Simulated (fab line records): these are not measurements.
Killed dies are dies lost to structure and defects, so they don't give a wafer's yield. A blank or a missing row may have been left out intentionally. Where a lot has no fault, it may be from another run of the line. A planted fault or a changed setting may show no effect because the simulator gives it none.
One fault seen from 2 desks -- flow nandHarc -- every desk sees just its own numbers, and what lay behind them comes last

== THE TOOL OWNER'S DESK: rieDiel-12 ==
The tool's own readings at NHARC_A_CHANNEL_HOLE_D1_ETCH_39 (etches the open film in N2/H2, target depth 260 nm, time 325 s): means of the sampled wafers that have a number, for each lot that ran on this tool. Any lot whose mean is over 4 standard deviations away from the usual mean is out of limits and marked OUT; that distance is given in the brackets.
Columns: A = drypumpMotorCurrentA at NHARC_A_CHANNEL_HOLE_D1_ETCH_39, usual 5.7 A; B = mfcArSccm at NHARC_A_CHANNEL_HOLE_D1_ETCH_39, usual 0.007 sccm; C = oesProductAu at NHARC_A_CHANNEL_HOLE_D1_ETCH_39, usual 0.999 a.u.; D = rfVppV at NHARC_A_CHANNEL_HOLE_D1_ETCH_39, usual 429.3 V; E = runLengthS at NHARC_A_CHANNEL_HOLE_D1_ETCH_39, usual 346.2 s; F = showerheadPlenumPTorr at NHARC_A_CHANNEL_HOLE_D1_ETCH_39, usual 2.00 Torr; G = throttleValvePct at NHARC_A_CHANNEL_HOLE_D1_ETCH_39, usual 14.171 %
lot,first seen here,A,B,C,D,E,F,G
L162,day 8 23:56,5.8,0.015,1.009,429.0,346.3,2.00,14.164
L166,day 10 13:49,5.5,0.020,1.000,429.4,322.6 (-52) OUT,1.97,14.170
L167,day 11 04:04,5.8,0.015,0.992,428.9,322.4 (-53) OUT,1.99,14.178
L176,day 14 17:40,6.3,0.000,0.993,429.2,346.3,1.98,14.167
Finding of this desk: L166, L167 out of limits; the first was L166 at day 10 13:49, on runLengthS at NHARC_A_CHANNEL_HOLE_D1_ETCH_39. Within limits: L162, L176.

== METROLOGY DESK ==
Means of the sampled wafers that have a number, per lot and without regard to the tool the lot ran on: this is what the gauges read. Any lot whose mean is over 4 standard deviations away from the usual mean is out of limits and marked OUT; that distance is given in the brackets.
Columns: A = thkNm at NHARC_A_ONON_D1_THK_MEAS_18, usual 1000 nm; B = thkNm at NHARC_A_ONON_D1_THK_MEAS_24, usual 999 nm
lot,first seen here,A,B
L162,day 8 14:47,998,965
L164,day 9 11:00,1015,1003
L166,day 10 06:28,1006,1000
L167,day 10 22:13,996,1010
L168,day 11 09:57,987,999
L174,day 14 02:52,1000,1000
L175,day 14 03:06,996,992
L176,day 14 11:53,974,996
L181,day 16 09:17,1009,1003
L182,day 16 23:38,996,996
L183,day 17 16:04,996,1002
L184,day 17 16:04,1001,1004
This desk found nothing out of limits on any of the 12 lots.

== PUT TOGETHER ==
The tool owner's desk could have raised an alarm at day 10 13:49, on L166, L167.
At the metrology desk, nothing out of limits was observed.
The metrology desk holds a record of L166, L167, inside its limits.
On rieDiel-12, each named lot ran NHARC_A_CHANNEL_HOLE_D1_ETCH_39.

== WHAT THE SIMULATOR PUT IN ==
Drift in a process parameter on rieDiel-12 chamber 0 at NHARC_A_CHANNEL_HOLE_D1_ETCH_39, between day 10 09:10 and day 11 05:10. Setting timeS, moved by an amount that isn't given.
Lots struck among those shown: L166, L167.
Time in hours from fault onset to the first out-of-limits reading at each desk: the tool owner's desk, 5.
